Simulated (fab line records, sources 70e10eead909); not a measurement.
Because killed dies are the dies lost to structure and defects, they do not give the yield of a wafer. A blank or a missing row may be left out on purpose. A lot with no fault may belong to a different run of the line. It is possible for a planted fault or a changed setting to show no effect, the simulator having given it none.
Which tool is to blame? :: flow nand_harc :: 24 lots with 72 wafers sampled at 2 steps, on a route of 1159 steps

== WHAT THE GAUGES READ, wafer by wafer ==
NHARC_P_ZERO_WELL_CD_MEAS_37 targets a cd of 720 nm.
lot: L074
measured: day 1 16:10
on: cd_sem-03
cd_nm (nm): 721.2 721.6 720.8

lot: L075
measured: day 1 22:11
on: cd_sem-02
cd_nm (nm): 722.0 719.8 720.8

lot: L076
measured: day 2 04:07
on: cd_sem-03
cd_nm (nm): 720.2 721.9 723.0

lot: L077
measured: day 2 09:59
on: cd_sem-03
cd_nm (nm): 720.4 722.0 721.9

lot: L078
measured: day 2 16:15
on: cd_sem-01
cd_nm (nm): 721.1 718.3 721.4

lot: L079
measured: day 2 22:01
on: cd_sem-03
cd_nm (nm): 717.6 718.8 718.6

lot: L080
measured: day 3 06:32
on: cd_sem-03
cd_nm (nm): 718.7 719.9 722.0

lot: L081
measured: day 3 10:11
on: cd_sem-01
cd_nm (nm): 720.2 720.4 720.9

lot: L082
measured: day 3 16:00
on: cd_sem-03
cd_nm (nm): 720.4 717.3 720.3

lot: L083
measured: day 3 22:14
on: cd_sem-03
cd_nm (nm): 718.7 719.6 719.4

lot: L084
measured: day 4 04:10
on: cd_sem-02
cd_nm (nm): 719.4 719.6 722.5

lot: L085
measured: day 4 10:07
on: cd_sem-01
cd_nm (nm): 721.1 720.7 719.3

lot: L086
measured: day 4 16:07
on: cd_sem-01
cd_nm (nm): 719.1 719.2 720.8

lot: L087
measured: day 4 22:31
on: cd_sem-02
cd_nm (nm): 719.0 720.0 718.7

lot: L088
measured: day 5 04:08
on: cd_sem-02
cd_nm (nm): 719.2 719.6 718.3

lot: L089
measured: day 5 10:11
on: cd_sem-01
cd_nm (nm): 717.4 719.0 719.3

lot: L090
measured: day 5 16:13
on: cd_sem-01
cd_nm (nm): 720.3 720.0 720.5

lot: L091
measured: day 5 21:59
on: cd_sem-02
cd_nm (nm): 718.9 718.5 718.7

lot: L092
measured: day 6 04:18
on: cd_sem-01
cd_nm (nm): 717.9 718.6 720.4

lot: L093
measured: day 6 10:07
on: cd_sem-02
cd_nm (nm): 718.1 720.9 720.7

lot: L094
measured: day 6 16:15
on: cd_sem-03
cd_nm (nm): 718.1 718.2 718.4

lot: L095
measured: day 6 22:16
on: cd_sem-02
cd_nm (nm): 717.7 719.3 718.6

lot: L096
measured: day 7 03:59
on: cd_sem-01
cd_nm (nm): 722.2 721.0 720.8

lot: L097
measured: day 7 10:13
on: cd_sem-03
cd_nm (nm): 718.4 720.2 719.2

NHARC_P_STI_OVL_MEAS_10.
lot: L074
measured: day 2 08:28
on: overlay-01
overlay_x_nm (nm): 3 3 3
overlay_y_nm (nm): -5 -4 -4

lot: L075
measured: day 2 20:18
on: overlay-02
overlay_x_nm (nm): 17 17 17
overlay_y_nm (nm): 2 2 3

lot: L076
measured: day 2 20:08
on: overlay-02
overlay_x_nm (nm): -3 -3 -2
overlay_y_nm (nm): -4 -4 -3

lot: L077
measured: day 3 05:32
on: overlay-01
overlay_x_nm (nm): -2 -2 -1
overlay_y_nm (nm): -6 -6 -6

lot: L078
measured: day 3 10:55
on: overlay-02
overlay_x_nm (nm): -1 -1 -2
overlay_y_nm (nm): 6 6 5

lot: L079
measured: day 3 17:44
on: overlay-02
overlay_x_nm (nm): 0 0 0
overlay_y_nm (nm): 0 1 1

lot: L080
measured: day 4 02:14
on: overlay-02
overlay_x_nm (nm): 1 1 1
overlay_y_nm (nm): 3 3 3

lot: L081
measured: day 4 02:04
on: overlay-01
overlay_x_nm (nm): 1 1 2
overlay_y_nm (nm): -5 -5 -4

lot: L082
measured: day 4 11:17
on: overlay-01
overlay_x_nm (nm): -4 -3 -4
overlay_y_nm (nm): 3 4 4

lot: L083
measured: day 4 17:36
on: overlay-02
overlay_x_nm (nm): -8 -8 -9
overlay_y_nm (nm): -5 -5 -4

lot: L084
measured: day 5 00:03
on: overlay-01
overlay_x_nm (nm): 2 2 1
overlay_y_nm (nm): 12 11 12

lot: L085
measured: day 5 07:09
on: overlay-01
overlay_x_nm (nm): -2 -2 -3
overlay_y_nm (nm): 1 1 0

lot: L086
measured: day 5 14:47
on: overlay-02
overlay_x_nm (nm): -5 -5 -5
overlay_y_nm (nm): -4 -4 -4

lot: L087
measured: day 5 14:49
on: overlay-01
overlay_x_nm (nm): -1 -2 -2
overlay_y_nm (nm): 0 0 0

lot: L088
measured: day 5 23:00
on: overlay-01
overlay_x_nm (nm): 1 1 1
overlay_y_nm (nm): -3 -4 -3

lot: L089
measured: day 6 07:07
on: overlay-02
overlay_x_nm (nm): 7 7 7
overlay_y_nm (nm): 5 5 5

lot: L090
measured: day 6 10:59
on: overlay-01
overlay_x_nm (nm): -1 -1 -1
overlay_y_nm (nm): 2 2 2

lot: L091
measured: day 6 17:34
on: overlay-02
overlay_x_nm (nm): 2 2 2
overlay_y_nm (nm): -4 -3 -3

lot: L092
measured: day 6 23:17
on: overlay-02
overlay_x_nm (nm): -7 -7 -7
overlay_y_nm (nm): 10 10 10

lot: L093
measured: day 7 05:42
on: overlay-02
overlay_x_nm (nm): 1 1 1
overlay_y_nm (nm): -1 -1 -1

lot: L094
measured: day 7 11:43
on: overlay-01
overlay_x_nm (nm): 9 9 9
overlay_y_nm (nm): 6 6 5

lot: L095
measured: day 7 18:26
on: overlay-01
overlay_x_nm (nm): 6 6 6
overlay_y_nm (nm): -2 -2 -2

lot: L096
measured: day 8 02:54
on: overlay-01
overlay_x_nm (nm): -1 0 0
overlay_y_nm (nm): 0 0 -1

lot: L097
measured: day 8 02:44
on: overlay-02
overlay_x_nm (nm): -9 -10 -10
overlay_y_nm (nm): 4 4 5

== WHAT TOOL EACH LOT RAN ON (gives the tool, then ch and the chambers of the sampled wafers, and finally the start) ==
No process step before these readings appears in the record.

== WHAT THE TOOLS THEMSELVES READ (means of the sampled wafers that have a number; where no wafer has one, the mark that the record gives instead) ==
The record holds no such reading with a usual standard deviation.

== THE ANSWER, worked out from the rows above alone ==
Rule: what is usual is taken from the lots themselves. The widest of any qualifying gaps counts: lots, ordered by their means at a reading, are off when they make up no more than a third of the lots, leave a main group of 4 or more, and stand apart from it by 3 or more times the standard deviation of that group's means. A main group whose means are all the same, to the digits that the tables above print for the reading, isn't used. Also off: a lot with no number at a reading for which 4 or more lots have one. Where the step has rows for the other lots, those lots are counted as sound. Order of review: gauges by route order, followed by the tools' own readings, for which a lot's mean as printed above is used. At the first step where some lot is off, the reading lying furthest off is the one used; lots without a number count as furthest.
Across all readings shown, no lot is off: no conclusion can be drawn from this.

== WHAT WAS PUT IN BY THE SIMULATOR ==
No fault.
